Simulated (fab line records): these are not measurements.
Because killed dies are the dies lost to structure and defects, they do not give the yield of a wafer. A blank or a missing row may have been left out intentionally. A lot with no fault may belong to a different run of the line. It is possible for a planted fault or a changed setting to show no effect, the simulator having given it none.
Which of the tools did it? | flow nand_harc | Sampling: 20 lots, 60 wafers, 6 of 1159 route steps

## WHAT EACH GAUGE READ, for each wafer
The record holds no reading of a measuring or inspecting step that can be judged against a usual standard deviation.

## TOOL THAT RAN EACH LOT (tool first, then ch and the chambers of the sampled wafers, then the start)
lot  | NHARC_P_BONDPAD_STRIP_15           | NHARC_A_CHANNEL_HOLE_D1_DESCUM_15  | NHARC_A_CHANNEL_HOLE_D1_ETCH_25  | NHARC_A_STAIRCASE_DESCUM_219       | NHARC_A_STAIRCASE_DEP_301       | NHARC_A_STAIRCASE_ETCH_313
L074 | rie_diel-13 ch 2,3, day 6 09:11    | rie_diel-10 ch 2,3, day 8 05:59    | har_etch-01 ch 0, day 8 10:13    | rie_diel-13 ch 0,1,2, day 11 10:30 | pecvd-04 ch 1,2, day 12 00:13   | rie_diel-11 ch 0,2,3, day 12 01:21
L075 | rie_diel-01 ch 0,2,3, day 6 17:28  | rie_diel-05 ch 0,1,2, day 8 13:56  | har_etch-01 ch 0,1, day 8 18:02  | rie_diel-01 ch 1,2,3, day 11 10:40 | pecvd-01 ch 0,1, day 12 01:56   | rie_diel-11 ch 1,2,3, day 12 02:59
L076 | rie_diel-03 ch 0,2, day 6 21:26    | rie_diel-10 ch 0,2,3, day 8 17:40  | har_etch-02 ch 0,1, day 8 21:44  | rie_diel-11 ch 0,1,3, day 11 15:36 | pecvd-04 ch 1,2, day 12 05:14   | rie_diel-13 ch 0,2, day 12 06:10
L077 | rie_diel-13 ch 0,1,2, day 7 01:43  | rie_diel-09 ch 0,1, day 8 20:58    | har_etch-01 ch 0,1, day 9 01:11  | rie_diel-13 ch 0,1,2, day 11 16:42 | pecvd-02 ch 0,1, day 12 07:05   | rie_diel-01 ch 0,1,3, day 12 07:59
L079 | rie_diel-03 ch 0,2, day 7 19:41    | rie_diel-05 ch 0,1,3, day 9 17:44  | har_etch-02 ch 0,1, day 9 21:48  | rie_diel-01 ch 0,1,3, day 12 14:03 | pecvd-01 ch 0,1,2, day 13 03:37 | rie_diel-01 ch 0,2,3, day 13 04:43
L080 | rie_diel-03 ch 1,2,3, day 7 22:35  | rie_diel-09 ch 0,1,3, day 9 17:33  | har_etch-01 ch 0,1, day 9 21:46  | rie_diel-01 ch 1,2,3, day 12 13:23 | pecvd-01 ch 0,1, day 13 01:47   | rie_diel-01 ch 0,1,2, day 13 02:42
L081 | rie_diel-03 ch 1,2,3, day 8 08:22  | rie_diel-09 ch 0,1, day 10 02:55   | har_etch-01 ch 0,1, day 10 07:07 | rie_diel-13 ch 1,2, day 13 03:59   | pecvd-01 ch 0,1, day 13 21:04   | rie_diel-13 ch 1,2,3, day 13 22:14
L082 | rie_diel-03 ch 1,2,3, day 8 08:57  | rie_diel-05 ch 0,3, day 10 02:37   | har_etch-02 ch 0,1, day 10 06:43 | rie_diel-13 ch 0,3, day 13 02:29   | pecvd-01 ch 0,1,2, day 13 19:55 | rie_diel-11 ch 0,1,2, day 13 21:02
L083 | rie_diel-03 ch 0,1,2, day 8 19:53  | rie_diel-05 ch 0,2,3, day 10 13:25 | har_etch-01 ch 0,1, day 10 17:30 | rie_diel-01 ch 0,2,3, day 13 07:21 | pecvd-04 ch 0,1,2, day 13 23:22 | rie_diel-01 ch 0,2,3, day 14 00:26
L085 | rie_diel-13 ch 1,2,3, day 9 09:47  | rie_diel-05 ch 0,1,3, day 11 08:43 | har_etch-01 ch 0,1, day 11 12:49 | rie_diel-13 ch 1,2,3, day 14 04:35 | pecvd-01 ch 0,1,2, day 14 16:13 | rie_diel-11 ch 0,2,3, day 14 17:10
L087 | rie_diel-03 ch 0,2,3, day 9 11:00  | rie_diel-10 ch 0,1,2, day 11 08:25 | har_etch-02 ch 0, day 11 12:37   | rie_diel-13 ch 0,3, day 14 04:54   | pecvd-02 ch 0,1,2, day 14 18:11 | rie_diel-11 ch 1,2, day 14 19:19
L086 | rie_diel-03 ch 1,2,3, day 9 11:48  | rie_diel-09 ch 0,1,3, day 11 08:58 | har_etch-02 ch 0,1, day 11 16:40 | rie_diel-11 ch 1,2,3, day 14 13:12 | pecvd-04 ch 0,1, day 15 00:57   | rie_diel-13 ch 0,1, day 15 01:55
L088 | rie_diel-03 ch 2,3, day 9 20:13    | rie_diel-10 ch 1,2,3, day 11 20:22 | har_etch-01 ch 0,1, day 12 00:27 | rie_diel-13 ch 0,2,3, day 14 17:15 | pecvd-04 ch 0,1, day 15 05:47   | rie_diel-11 ch 0,1,2, day 15 06:57
L089 | rie_diel-13 ch 1,2, day 10 10:23   | rie_diel-09 ch 1,2, day 12 04:17   | har_etch-02 ch 0,1, day 12 08:30 | rie_diel-11 ch 1,2,3, day 14 23:20 | pecvd-01 ch 0,1, day 15 14:20   | rie_diel-11 ch 1,2,3, day 15 15:25
L090 | rie_diel-03 ch 0,1,2, day 10 12:51 | rie_diel-05 ch 0,2,3, day 12 04:08 | har_etch-01 ch 0,1, day 12 08:13 | rie_diel-13 ch 0,1,2, day 14 22:37 | pecvd-04 ch 0,1, day 15 13:02   | rie_diel-01 ch 0,1,2, day 15 14:10
L091 | rie_diel-03 ch 0,2, day 10 13:42   | rie_diel-10 ch 0,1, day 12 04:44   | har_etch-01 ch 0,1, day 12 12:23 | rie_diel-13 ch 0,2,3, day 15 05:09 | pecvd-04 ch 0,1, day 15 18:06   | rie_diel-11 ch 1,2, day 15 19:16
L093 | rie_diel-13 ch 0,1,2, day 11 08:31 | rie_diel-10 ch 0,1,3, day 13 02:22 | har_etch-01 ch 0,1, day 13 06:37 | rie_diel-13 ch 1,2,3, day 15 21:42 | pecvd-02 ch 0,2, day 16 17:26   | rie_diel-13 ch 0,1,2, day 16 18:29
L094 | rie_diel-03 ch 0,1,2, day 11 09:00 | rie_diel-09 ch 1,3, day 13 02:35   | har_etch-02 ch 0,1, day 13 06:48 | rie_diel-13 ch 0,2, day 15 22:51   | pecvd-01 ch 0,2, day 16 18:39   | rie_diel-13 ch 0,1,3, day 16 19:43
L096 | rie_diel-03 ch 0,2, day 11 17:01   | rie_diel-05 ch 2,3, day 13 15:41   | har_etch-02 ch 0,1, day 13 20:04 | rie_diel-01 ch 1,2, day 16 10:08   | pecvd-02 ch 1,2, day 17 02:42   | rie_diel-01 ch 0,2, day 17 03:43
L095 | rie_diel-03 ch 0,1,3, day 11 17:19 | rie_diel-05 ch 1,2,3, day 13 17:38 | har_etch-02 ch 0, day 14 04:07   | rie_diel-11 ch 0,2, day 16 19:28   | pecvd-02 ch 0,2, day 17 08:48   | rie_diel-01 ch 0,1,3, day 17 09:58
- NHARC_P_BONDPAD_STRIP_15: strips in O2.
- NHARC_A_CHANNEL_HOLE_D1_DESCUM_15: chemistry O2, time 3 s.
- NHARC_A_CHANNEL_HOLE_D1_ETCH_25: etches the open film in C4F8/O2/Ar, time 1040.2 s, target depth 1500 nm.
- NHARC_A_STAIRCASE_DESCUM_219: chemistry O2, time 3 s.
- NHARC_A_STAIRCASE_DEP_301: deposits SiON, target thk 30 nm.
- NHARC_A_STAIRCASE_ETCH_313: etches the open film in CF4/CHF3.

## WHAT THE TOOLS THEMSELVES READ (means of the sampled wafers that have a number; where no wafer has one, the mark that the record gives instead)
NHARC_P_BONDPAD_STRIP_15. Usual: drypump_motor_current_A 5.4 A, standard deviation 0.48; oes_product_au 0.999 a.u., standard deviation 0.014; rf_vpp_V 58.0 V, standard deviation 0.88; showerhead_plenum_p_Torr 3.62 Torr, standard deviation 0.12; throttle_valve_pct 17.035 %, standard deviation 0.0084.
lot  | tool        | drypump_motor_current_A (A) | oes_product_au (a.u.) | rf_vpp_V (V) | showerhead_plenum_p_Torr (Torr) | throttle_valve_pct (%) | flag
L074 | rie_diel-13 | 5.3                         | 1.000                 | 58.3         | 3.56                            | 17.033                 |
L075 | rie_diel-01 | 5.8                         | 0.995                 | 57.4         | 3.66                            | 17.033                 |
L076 | rie_diel-03 | 5.4                         | 1.006                 | 56.9         | 3.56                            | 17.034                 |
L077 | rie_diel-13 | 5.8                         | 1.007                 | 57.5         | 3.67                            | 17.032                 |
L079 | rie_diel-03 | 5.4                         | 1.006                 | 58.0         | 3.56                            | 17.036                 |
L080 | rie_diel-03 | 5.1                         | 0.996                 | 58.1         | 3.65                            | 17.035                 |
L081 | rie_diel-03 | 5.1                         | 0.994                 | 57.9         | 3.65                            | 17.040                 |
L082 | rie_diel-03 | 5.1                         | 0.987                 | 58.7         | 3.65                            | 17.028                 |
L083 | rie_diel-03 | 5.3                         | 1.005                 | 57.3         | 3.56                            | 17.031                 |
L085 | rie_diel-13 | 5.4                         | 1.000                 | 57.9         | 3.55                            | 17.036                 |
L087 | rie_diel-03 | 5.1                         | 0.992                 | 58.1         | 3.65                            | 17.029                 |
L086 | rie_diel-03 | 5.1                         | 0.991                 | 58.1         | 3.65                            | 17.036                 |
L088 | rie_diel-03 | 4.9                         | 0.979                 | 58.1         | 3.71                            | 17.036                 |
L089 | rie_diel-13 | 5.4                         | 1.007                 | 58.8         | 3.59                            | 17.039                 |
L090 | rie_diel-03 | 5.3                         | 1.002                 | 58.5         | 3.55                            | 17.032                 |
L091 | rie_diel-03 | 5.1                         | 0.997                 | 58.2         | 3.61                            | 17.036                 |
L093 | rie_diel-13 | 5.8                         | 1.008                 | 58.1         | 3.65                            | 17.038                 |
L094 | rie_diel-03 | 5.3                         | 0.997                 | 57.6         | 3.55                            | 17.034                 |
L096 | rie_diel-03 | 5.4                         | 1.010                 | 57.6         | 3.55                            | 17.033                 |
L095 | rie_diel-03 | 5.3                         | 1.013                 | 57.6         | 3.58                            | 17.033                 |

NHARC_A_CHANNEL_HOLE_D1_DESCUM_15. Usual: drypump_motor_current_A 5.5 A, standard deviation 0.33; oes_product_au 0.999 a.u., standard deviation 0.013; rf_vpp_V 58.1 V, standard deviation 0.85; showerhead_plenum_p_Torr 1.97 Torr, standard deviation 0.07; throttle_valve_pct 11.312 %, standard deviation 0.0097.
lot  | tool        | drypump_motor_current_A (A) | oes_product_au (a.u.) | rf_vpp_V (V) | showerhead_plenum_p_Torr (Torr) | throttle_valve_pct (%) | flag
L074 | rie_diel-10 | 5.1                         | 0.993                 | 57.7         | 2.00                            | 11.318                 |
L075 | rie_diel-05 | 5.5                         | 0.997                 | 57.6         | 1.99                            | 11.311                 |
L076 | rie_diel-10 | 5.3                         | 0.999                 | 58.1         | 1.95                            | 11.317                 |
L077 | rie_diel-09 | 5.6                         | 1.001                 | 57.9         | 1.97                            | 11.308                 |
L079 | rie_diel-05 | 5.7                         | 1.016                 | 58.7         | 2.00                            | 11.309                 |
L080 | rie_diel-09 | 5.6                         | 0.991                 | 58.4         | 1.98                            | 11.315                 |
L081 | rie_diel-09 | 5.6                         | 0.997                 | 58.6         | 1.94                            | 11.303                 |
L082 | rie_diel-05 | 6.0                         | 1.015                 | 58.2         | 2.04                            | 11.301                 |
L083 | rie_diel-05 | 5.8                         | 0.997                 | 58.2         | 2.03                            | 11.308                 |
L085 | rie_diel-05 | 5.7                         | 1.006                 | 58.7         | 2.00                            | 11.305                 |
L087 | rie_diel-10 | 5.3                         | 0.993                 | 58.3         | 1.95                            | 11.312                 |
L086 | rie_diel-09 | 5.6                         | 0.993                 | 58.0         | 1.97                            | 11.319                 |
L088 | rie_diel-10 | 5.2                         | 0.995                 | 58.1         | 1.93                            | 11.305                 |
L089 | rie_diel-09 | 5.9                         | 0.985                 | 57.8         | 1.93                            | 11.303                 |
L090 | rie_diel-05 | 5.8                         | 1.005                 | 58.1         | 2.03                            | 11.305                 |
L091 | rie_diel-10 | 5.5                         | 0.983                 | 58.0         | 1.90                            | 11.315                 |
L093 | rie_diel-10 | 5.4                         | 0.991                 | 57.7         | 1.88                            | 11.312                 |
L094 | rie_diel-09 | 5.6                         | 0.989                 | 58.0         | 1.95                            | 11.314                 |
L096 | rie_diel-05 | 6.0                         | 1.013                 | 58.5         | 2.01                            | 11.319                 |
L095 | rie_diel-05 | 5.7                         | 1.007                 | 58.1         | 1.97                            | 11.307                 |

NHARC_A_CHANNEL_HOLE_D1_ETCH_25. Usual: drypump_motor_current_A 5.80 A, standard deviation 0.27; showerhead_plenum_p_Torr 3.65 Torr, standard deviation 0.068; temp_c -20.02 C, standard deviation 0.1; throttle_valve_pct 32.234 %, standard deviation 0.0089.
lot  | tool        | drypump_motor_current_A (A) | showerhead_plenum_p_Torr (Torr) | temp_c (C) | throttle_valve_pct (%) | flag
L074 | har_etch-01 | 5.50                        | 3.56                            | -19.99     | 32.237                 |
L075 | har_etch-01 | 5.72                        | 3.61                            | -20.13     | 32.233                 |
L076 | har_etch-02 | 5.68                        | 3.68                            | -19.87     | 32.235                 |
L077 | har_etch-01 | 5.90                        | 3.67                            | -20.02     | 32.229                 |
L079 | har_etch-02 | 5.87                        | 3.69                            | -20.10     | 32.233                 |
L080 | har_etch-01 | 5.93                        | 3.67                            | -20.01     | 32.231                 |
L081 | har_etch-01 | 5.91                        | 3.67                            | -20.03     | 32.230                 |
L082 | har_etch-02 | 5.86                        | 3.68                            | -20.01     | 32.230                 |
L083 | har_etch-01 | 5.93                        | 3.66                            | -20.03     | 32.229                 |
L085 | har_etch-01 | 5.73                        | 3.60                            | -20.17     | 32.231                 |
L087 | har_etch-02 | 5.55                        | 3.64                            | -20.08     | 32.231                 |
L086 | har_etch-02 | 5.71                        | 3.66                            | -20.07     | 32.242                 |
L088 | har_etch-01 | 5.93                        | 3.66                            | -19.92     | 32.233                 |
L089 | har_etch-02 | 5.73                        | 3.65                            | -19.99     | 32.235                 |
L090 | har_etch-01 | 5.72                        | 3.59                            | -19.93     | 32.237                 |
L091 | har_etch-01 | 5.92                        | 3.65                            | -19.97     | 32.237                 |
L093 | har_etch-01 | 5.70                        | 3.59                            | -20.13     | 32.234                 |
L094 | har_etch-02 | 5.72                        | 3.65                            | -19.97     | 32.238                 |
L096 | har_etch-02 | 5.86                        | 3.66                            | -20.07     | 32.237                 |
L095 | har_etch-02 | 5.55                        | 3.62                            | -20.04     | 32.228                 |

NHARC_A_STAIRCASE_DESCUM_219. Usual: drypump_motor_current_A 5.7 A, standard deviation 0.43; oes_product_au 1.006 a.u., standard deviation 0.012; rf_vpp_V 57.9 V, standard deviation 0.83; showerhead_plenum_p_Torr 1.94 Torr, standard deviation 0.074; throttle_valve_pct 11.311 %, standard deviation 0.0099.
lot  | tool        | drypump_motor_current_A (A) | oes_product_au (a.u.) | rf_vpp_V (V) | showerhead_plenum_p_Torr (Torr) | throttle_valve_pct (%) | flag
L074 | rie_diel-13 | 5.8                         | 1.010                 | 57.8         | 1.98                            | 11.309                 |
L075 | rie_diel-01 | 5.9                         | 1.004                 | 57.9         | 1.92                            | 11.318                 |
L076 | rie_diel-11 | 5.7                         | 0.989                 | 57.1         | 1.96                            | 11.313                 |
L077 | rie_diel-13 | 5.8                         | 1.011                 | 58.2         | 1.98                            | 11.314                 |
L079 | rie_diel-01 | 5.8                         | 1.004                 | 57.7         | 1.90                            | 11.304                 |
L080 | rie_diel-01 | 5.9                         | 1.006                 | 57.6         | 1.92                            | 11.312                 |
L081 | rie_diel-13 | 5.3                         | 1.020                 | 58.1         | 1.94                            | 11.303                 |
L082 | rie_diel-13 | 6.3                         | 1.013                 | 57.3         | 1.99                            | 11.322                 |
L083 | rie_diel-01 | 5.8                         | 1.009                 | 56.9         | 1.97                            | 11.312                 |
L085 | rie_diel-13 | 5.4                         | 1.011                 | 57.9         | 1.91                            | 11.306                 |
L087 | rie_diel-13 | 6.3                         | 1.026                 | 58.0         | 1.99                            | 11.309                 |
L086 | rie_diel-11 | 5.7                         | 0.996                 | 57.5         | 1.89                            | 11.305                 |
L088 | rie_diel-13 | 5.8                         | 1.014                 | 59.0         | 1.95                            | 11.306                 |
L089 | rie_diel-11 | 5.7                         | 0.995                 | 57.6         | 1.89                            | 11.320                 |
L090 | rie_diel-13 | 5.8                         | 1.016                 | 58.2         | 1.97                            | 11.304                 |
L091 | rie_diel-13 | 5.8                         | 1.019                 | 58.2         | 1.95                            | 11.316                 |
L093 | rie_diel-13 | 5.4                         | 1.004                 | 57.9         | 1.91                            | 11.312                 |
L094 | rie_diel-13 | 5.7                         | 1.017                 | 58.2         | 1.97                            | 11.312                 |
L096 | rie_diel-01 | 5.9                         | 1.005                 | 58.2         | 1.86                            | 11.317                 |
L095 | rie_diel-11 | 5.6                         | 1.004                 | 58.0         | 1.90                            | 11.310                 |

NHARC_A_STAIRCASE_DEP_301. Usual: heater_power_w 791 W, standard deviation 100; rf_fwd_power_W 348.4 W, standard deviation 1.
lot  | tool     | heater_power_w (W) | rf_fwd_power_W (W) | flag
L074 | pecvd-04 | 850                | 347.6              |
L075 | pecvd-01 | 622                | 348.2              |
L076 | pecvd-04 | 842                | 347.1              |
L077 | pecvd-02 | 775                | 349.0              |
L079 | pecvd-01 | 753                | 347.7              |
L080 | pecvd-01 | 671                | 348.1              |
L081 | pecvd-01 | 625                | 349.5              |
L082 | pecvd-01 | 740                | 348.1              |
L083 | pecvd-04 | 781                | 348.1              |
L085 | pecvd-01 | 732                | 348.1              |
L087 | pecvd-02 | 835                | 348.3              |
L086 | pecvd-04 | 872                | 348.5              |
L088 | pecvd-04 | 838                | 349.4              |
L089 | pecvd-01 | 634                | 348.7              |
L090 | pecvd-04 | 778                | 348.0              |
L091 | pecvd-04 | 749                | 349.4              |
L093 | pecvd-02 | 840                | 349.8              |
L094 | pecvd-01 | 766                | 348.0              |
L096 | pecvd-02 | 795                | 348.3              |
L095 | pecvd-02 | 844                | 348.1              |

NHARC_A_STAIRCASE_ETCH_313. Usual: cf4_flow_sccm 100.0 sccm (standard deviation 0.3); drypump_motor_current_A 5.7 A (standard deviation 0.33); oes_product_au 0.935 a.u. (standard deviation 0.021); rf_fwd_power_W 497.2 W (standard deviation 1.6); rf_vpp_V 371.1 V (standard deviation 2); showerhead_plenum_p_Torr 1.59 Torr (standard deviation 0.057); throttle_valve_pct 16.803 % (standard deviation 0.0088).
lot  | tool        | cf4_flow_sccm (sccm) | drypump_motor_current_A (A) | oes_product_au (a.u.) | rf_fwd_power_W (W) | rf_vpp_V (V) | showerhead_plenum_p_Torr (Torr) | throttle_valve_pct (%) | flag
L074 | rie_diel-11 | 100.1                | 5.6                         | 0.953                 | 498.2              | 371.7        | 1.60                            | 16.802                 |
L075 | rie_diel-11 | 100.2                | 5.7                         | 0.963                 | 496.9              | 369.6        | 1.56                            | 16.807                 |
L076 | rie_diel-13 | 100.1                | 5.7                         | 0.936                 | 498.9              | 372.5        | 1.62                            | 16.796                 |
L077 | rie_diel-01 | 100.0                | 5.8                         | 0.920                 | 498.2              | 371.2        | 1.56                            | 16.802                 |
L079 | rie_diel-01 | 100.3                | 5.8                         | 0.981                 | 496.1              | 371.7        | 1.62                            | 16.805                 |
L080 | rie_diel-01 | 100.0                | 5.7                         | 0.930                 | 497.2              | 370.9        | 1.58                            | 16.801                 |
L081 | rie_diel-13 | 99.8                 | 5.4                         | 0.923                 | 496.5              | 370.8        | 1.57                            | 16.801                 |
L082 | rie_diel-11 | 100.2                | 5.6                         | 0.925                 | 497.4              | 369.9        | 1.57                            | 16.804                 |
L083 | rie_diel-01 | 99.9                 | 5.8                         | 0.956                 | 497.8              | 372.1        | 1.62                            | 16.803                 |
L085 | rie_diel-11 | 100.0                | 5.6                         | 0.931                 | 497.4              | 371.3        | 1.60                            | 16.799                 |
L087 | rie_diel-11 | 99.8                 | 5.7                         | 0.925                 | 497.1              | 368.5        | 1.53                            | 16.805                 |
L086 | rie_diel-13 | 100.2                | 5.9                         | 0.937                 | 495.8              | 371.9        | 1.62                            | 16.797                 |
L088 | rie_diel-11 | 100.0                | 5.6                         | 0.925                 | 495.9              | 370.8        | 1.57                            | 16.809                 |
L089 | rie_diel-11 | 100.0                | 5.7                         | 0.924                 | 496.8              | 370.4        | 1.56                            | 16.809                 |
L090 | rie_diel-01 | 99.9                 | 5.7                         | 0.928                 | 497.5              | 371.5        | 1.57                            | 16.803                 |
L091 | rie_diel-11 | 99.9                 | 5.7                         | 0.924                 | 498.0              | 369.2        | 1.52                            | 16.793                 |
L093 | rie_diel-13 | 100.0                | 5.8                         | 0.940                 | 497.0              | 372.2        | 1.62                            | 16.802                 |
L094 | rie_diel-13 | 99.9                 | 5.9                         | 0.970                 | 497.7              | 372.1        | 1.60                            | 16.800                 |
L096 | rie_diel-01 | 100.0                | 5.5                         | 0.916                 | 496.9              | 371.9        | 1.61                            | 16.807                 |
L095 | rie_diel-01 | 100.0                | 5.8                         | 0.913                 | 497.1              | 369.6        | 1.55                            | 16.806                 |

## THE ANSWER, worked out from the rows above alone
Rule: a lot is off if the mean of its wafers that have a number lies more than 3 standard deviations from the usual mean. Also off: a lot with no number at a reading for which 4 or more lots have one. Any other lot the step has rows for is counted as sound. Order of review: gauges by route order, followed by the tools' own readings, for which a lot's mean as printed above is used. The first step at which some lot is off is used, and at that step the reading that is off furthest; a lot without a number counts as furthest.
Across all readings shown, no lot is off: no conclusion can be drawn from this.

## WHAT THE SIMULATOR PUT IN
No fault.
